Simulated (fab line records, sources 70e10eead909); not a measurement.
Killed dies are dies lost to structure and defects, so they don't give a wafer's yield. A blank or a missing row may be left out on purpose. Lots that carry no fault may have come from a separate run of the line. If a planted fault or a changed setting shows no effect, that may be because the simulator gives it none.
What tool caused it?	flow nand harc	42 wafers from 14 lots sampled at 2 of the route's 1159 steps

== WHAT EACH GAUGE READ, for each wafer ==
NHARC_A_BLC_CD_MEAS_19. Usual: cd nm at 100.0 nm, with a standard deviation of 2.1.
lot	measured	on	cd nm (nm)	flag
L117	day 16 22:11	cd sem-03	101.6 103.1 102.5	
L116	day 16 23:19	cd sem-02	97.4 100.2 100.5	
L119	day 17 16:19	cd sem-01	98.3 100.5 101.9	
L118	day 17 20:00	cd sem-02	103.7 99.6 102.2	
L122	day 18 11:55	cd sem-01	99.7 99.2 99.2	
L123	day 18 16:34	cd sem-03	97.8 99.6 99.5	
L120	day 18 20:14	cd sem-02	103.8 99.8 98.9	
L125	day 19 01:20	cd sem-02	99.9 101.2 99.2	
L130	day 20 04:32	cd sem-03	103.9 96.9 101.2	
L129	day 20 14:38	cd sem-02	98.6 98.4 97.1	
L135	day 21 22:29	cd sem-01	100.4 102.0 99.7	
L138	day 22 21:28	cd sem-03	96.3 101.7 97.6	
L137	day 23 00:46	cd sem-02	98.5 100.8 99.7	
L139	day 23 15:13	cd sem-03	103.6 99.7 100.0	

== TOOL THAT RAN EACH LOT (tool first, then ch and the chambers of the sampled wafers, then the start) ==
lot	NHARC_A_CONTACT_ETCH_110
L117	rie diel-09 ch 0,1,2, day 16 18:22
L116	rie diel-09 ch 2,3, day 16 19:35
L119	rie diel-02 ch 0,3, day 17 05:53
L118	rie diel-10 ch 0,2, day 17 08:04
L122	rie diel-10 ch 1,2, day 18 03:04
L123	rie diel-02 ch 0,1,2, day 18 09:25
L120	rie diel-09 ch 0,3, day 18 16:25
L125	rie diel-02 ch 1,2, day 18 19:42
L130	rie diel-10 ch 0,1,3, day 20 00:30
L129	rie diel-02 ch 1,2,3, day 20 09:04
L135	rie diel-09 ch 1,2,3, day 21 11:17
L138	rie diel-02 ch 1,3, day 22 14:46
L137	rie diel-02 ch 2,3, day 22 15:11
L139	rie diel-09 ch 0,1,3, day 23 04:20
- NHARC_A_CONTACT_ETCH_110: etches the open film in CF4/O2, target depth 50 nm, overetch 5 nm, time 27.5 s.

== AS READ BY THE TOOLS THEMSELVES (means over the sampled wafers that have a number; for cases with no such wafer, the mark the record gives instead) ==
NHARC_A_CONTACT_ETCH_110. Usual: drypump motor current A 5.8 A, standard deviation 0.36; oes product au 0.998 a.u., standard deviation 0.0097; rf fwd power W 295.5 W, standard deviation 1.5; rf vpp V 197.8 V, standard deviation 1.5; showerhead plenum p Torr 1.34 Torr, standard deviation 0.065; throttle valve pct 13.398 %, standard deviation 0.0092.
lot	tool	drypump motor current A (A)	oes product au (a.u.)	rf fwd power W (W)	rf vpp V (V)	showerhead plenum p Torr (Torr)	throttle valve pct (%)	flag
L117	rie diel-09	5.4	1.000	296.1	197.4	1.33	13.398	
L116	rie diel-09	6.0	1.005	295.7	198.6	1.39	13.393	
L119	rie diel-02	5.6	0.996	296.8	196.7	1.28	13.396	
L118	rie diel-10	6.0	1.008	295.3	199.3	1.41	13.393	
L122	rie diel-10	6.0	1.001	293.7	196.5	1.30	13.384	
L123	rie diel-02	5.7	0.993	295.9	198.8	1.36	13.394	
L120	rie diel-09	5.7	1.015	294.7	196.7	1.31	13.408	
L125	rie diel-02	5.8	0.980	295.7	198.8	1.39	13.400	
L130	rie diel-10	5.6	1.003	294.3	197.3	1.33	13.398	
L129	rie diel-02	5.7	0.994	296.9	197.4	1.33	13.397	
L135	rie diel-09	5.7	0.998	294.8	198.6	1.38	13.396	
L138	rie diel-02	5.5	1.002	296.2	196.3	1.28	13.395	
L137	rie diel-02	5.6	0.996	296.9	196.9	1.31	13.397	
L139	rie diel-09	5.7	0.994	295.7	198.8	1.35	13.400	

== THE ANSWER, worked out from the rows above alone ==
Rule: a lot is off if the mean of its wafers that have a number lies more than 3 standard deviations from the usual mean. A lot without any number at a reading at which 4 lots or more have one is off too. Where the step has rows for the other lots, those lots are counted as sound. First the gauges in route order, then the tools' own readings, where a lot's mean is used as printed above. At the first step where some lot is off, the reading lying furthest off is the one used; lots without a number count as furthest.
Nothing can be told from this: no lot is off at any reading shown.

== WHAT HAD BEEN PUT IN BY THE SIMULATOR ==
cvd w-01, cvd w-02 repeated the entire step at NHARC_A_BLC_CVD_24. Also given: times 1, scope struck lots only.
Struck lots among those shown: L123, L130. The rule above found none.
